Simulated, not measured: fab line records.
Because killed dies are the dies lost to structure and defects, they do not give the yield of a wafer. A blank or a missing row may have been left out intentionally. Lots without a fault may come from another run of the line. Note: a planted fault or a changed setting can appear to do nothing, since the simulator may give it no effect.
Problem report, 8D (eight disciplines) form, completed by code	flow n5_finfet	the parts of the form that need people (team, actions taken, sign-off) are left out
Where a reading is given only as a bound, like >300, the bound stands for it, and a mean or a difference that rests on one is marked > or <: the true number lies beyond.

== 1. PROBLEM STATEMENT ==
raw_defect_count at N5_WELL_APT_INSPECT_27 reads a mean of >300 on 6 wafers of 2 lots; wafers without a fault read 2.1 with a standard deviation of 1.6. That is +99 or more standard deviations from the usual mean.
The step: inspects for defects (macro).
Earliest sighting: wafer L770.4 on defect_inspect-02 at day 2 08:44. At this step, 12 wafers from 4 lots have a number in the record. The rule behind "out" and "out of limits": a value lying over 4 standard deviations away from the usual mean. All remaining wafers that have a number are taken as sound.

== 2. WHAT IT IS, WHAT IT ISN'T ==
question	is	is not
which readings at this step	raw_defect_count	-
which lots	L770, L771	L780, L790
which wafers of those lots	all that have a number	-
read on which gauges	defect_inspect-02	defect_inspect-01
when	from day 2 08:44	up to then (0 sound wafers); but 6 sound wafers of L780, L790 came after

== 3. SUSPECTS, AND WHAT RULES EACH OUT ==
Counting: a tool at any process step up to the reading remains a suspect when it ran all the lots that are out and ran no sound lot after the first of those.
- the gauge at N5_WELL_APT_INSPECT_27 has been ruled out. All the wafers that are out were read on defect_inspect-02, but those of them that N5_PASSIVATION_PROBE_49 has rows for are out there too, on other tools.
- wet_bench-04 at N5_WELL_APT_STRIP_16 (strips in SPM, time 900 s): ruled out as a lasting fault. Following L770 (day 2 08:08), the first lot on it that is out, the sound lots L790 were run on it.
Left after counting: nothing in the record.

== 4. THE CAUSE (what the simulator had put in) ==
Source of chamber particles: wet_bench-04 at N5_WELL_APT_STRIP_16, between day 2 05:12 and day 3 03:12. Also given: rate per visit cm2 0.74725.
It was ruled out by counting, in error; the rule expects a fault to strike all lots run on its tool from its start on, and this fault did not.

== 5. SEQUENCE OF EFFECTS, ordered by route ==
Each row: a reading whose mean over the struck wafers that have a number lies more than 3 standard deviations from the usual. Readings are gone through only where the record gives a usual standard deviation; hours: the median, over the lots, of the time from a lot's start at the first step in this table giving one to that lot's start at this step; sigmas: the change measured in usual standard deviations.
hours	step	reading	usual	on struck wafers	change	sigmas
0	N5_WELL_APT_INSPECT_27	raw_defect_count	2.1	>300	>+298	+99 or more
2	N5_WELL_APT_INSPECT_38	raw_defect_count	13	501	+488	+96
257	N5_PASSIVATION_PROBE_49	defect_limited_yield	91.0 %	82.4	-8.6	-6.6
257	N5_PASSIVATION_PROBE_49	killed_at_front_end	40	143	+103	+10
257	N5_PASSIVATION_PROBE_49	killed_dies	107	208	+101	+6.7
257	N5_PASSIVATION_PROBE_49	sort_bin_5_function	5.3 %	11.2	+5.9	+6.5
257	N5_PASSIVATION_PROBE_49	sort_n_pass	1073	972	-101	-6.7
257	N5_PASSIVATION_PROBE_49	sort_yield_pct	91.0 %	82.4	-8.6	-6.6
It contains these process steps:
- N5_PASSIVATION_PROBE_49
Later measuring or inspecting steps at which every struck wafer that the step has a row for has a number for every such reading, and none has moved that far: N5_BEOL_M4_RC_MEAS_101.

== 6. WHAT WOULD HAVE CAUGHT IT SOONER ==
The first out-of-limits reading at a measuring or inspecting step in this record came at day 2 08:44, 4 hours after the fault's start at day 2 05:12.
